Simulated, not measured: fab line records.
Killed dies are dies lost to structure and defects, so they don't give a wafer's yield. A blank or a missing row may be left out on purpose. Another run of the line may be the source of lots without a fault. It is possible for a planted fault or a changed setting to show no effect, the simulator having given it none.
Comparing a struck lot with a sound one -- flow nand_harc -- 14 out of 1159 route steps
Sound: these wafers, L465.1, L465.3, L465.5. Struck: wafers L479.2, L479.3, L479.4. The cause is named last.
Order at every step that has rows: each side's tool, ch and its chambers, its first start. Under that, the readings that differ: sound wafers -- struck wafers -- difference of the means -- sigmas: that difference in standard deviations of wafers without a fault.
alike: a reading whose means differ by less than 2 such deviations, as well as words and numbers matching on both sides. not compared: withheld readings; readings where some wafer has no value; bounds like >300 that might hide an equal value; numbers whose values overlap and for which the record gives no deviation.
A row with sigmas, a row that says differs or no value, or rows on one side alone: a step with any of these is where the two part. When numbers do not overlap yet have no deviation, they are printed without sigmas and do not part them. A reading that every wafer of one side lacks parts them only if that side has two wafers or more.

first, 1 step without rows for these wafers: NHARC_A_ONON_D1_DEP_00 (target thk 1000 nm).
NHARC_A_ONON_D1_THK_MEAS_02: measures by ellipsometry.
  sound on film_metro-01, day 8 10:43; struck on film_metro-02, day 11 07:09
reading,sound,struck,difference,sigmas
thk_nm (nm),993 990 993,1016 1015 1018,+24,+2
after that, 1 step with no rows for these wafers: NHARC_A_ONON_D1_DEP_03 (target thk 1000 nm).
NHARC_A_ONON_D1_THK_MEAS_05: measures by ellipsometry.
  sound on film_metro-02, day 8 11:17; struck on film_metro-01, day 11 07:43
  alike: thk_nm
after that, 1 step with no rows for these wafers: NHARC_A_ONON_D1_DEP_06 (target thk 1000 nm).
NHARC_A_ONON_D1_THK_MEAS_08: measures by ellipsometry.
  sound on film_metro-01, day 8 11:52; struck on film_metro-01, day 11 08:17
  alike: thk_nm
after that, 1 step with no rows for these wafers: NHARC_A_ONON_D1_DEP_09 (target thk 1000 nm).
NHARC_A_ONON_D1_THK_MEAS_11: measures by ellipsometry.
  sound on film_metro-02, day 8 12:25; struck on film_metro-01, day 11 08:51
  alike: thk_nm
after that, 1 step with no rows for these wafers: NHARC_A_ONON_D1_DEP_12 (target thk 1000 nm).
NHARC_A_ONON_D1_THK_MEAS_14: measures by ellipsometry.
  sound on film_metro-01, day 8 12:59; struck on film_metro-01, day 11 09:25
  alike: thk_nm
then, 1 step without rows for these wafers: NHARC_A_ONON_D1_ANNEAL_15 (time 3600 s).
NHARC_A_ONON_D1_DEP_16: target thk 1000 nm.
  sound on pecvd_onon-02 ch 0, day 8 19:39; struck on pecvd_onon-02 ch 0, day 11 14:54
NHARC_A_ONON_D1_THK_MEAS_18: measures by ellipsometry.
  sound on film_metro-02, day 8 20:10; struck on film_metro-01, day 11 15:32
reading,sound,struck,difference,sigmas
thk_nm (nm),999 1001 998,1841 1840 1839,+841,+99 or more
  not compared: hold
NHARC_END_SORT_01:
  the record has rows for the sound wafers here (prober-01 ch 0, day 20 23:23) and none for the struck ones

WHERE THEY PART
Earliest at NHARC_A_ONON_D1_THK_MEAS_02; latest, in this record, at NHARC_END_SORT_01.

WHY: what had been put in by the simulator
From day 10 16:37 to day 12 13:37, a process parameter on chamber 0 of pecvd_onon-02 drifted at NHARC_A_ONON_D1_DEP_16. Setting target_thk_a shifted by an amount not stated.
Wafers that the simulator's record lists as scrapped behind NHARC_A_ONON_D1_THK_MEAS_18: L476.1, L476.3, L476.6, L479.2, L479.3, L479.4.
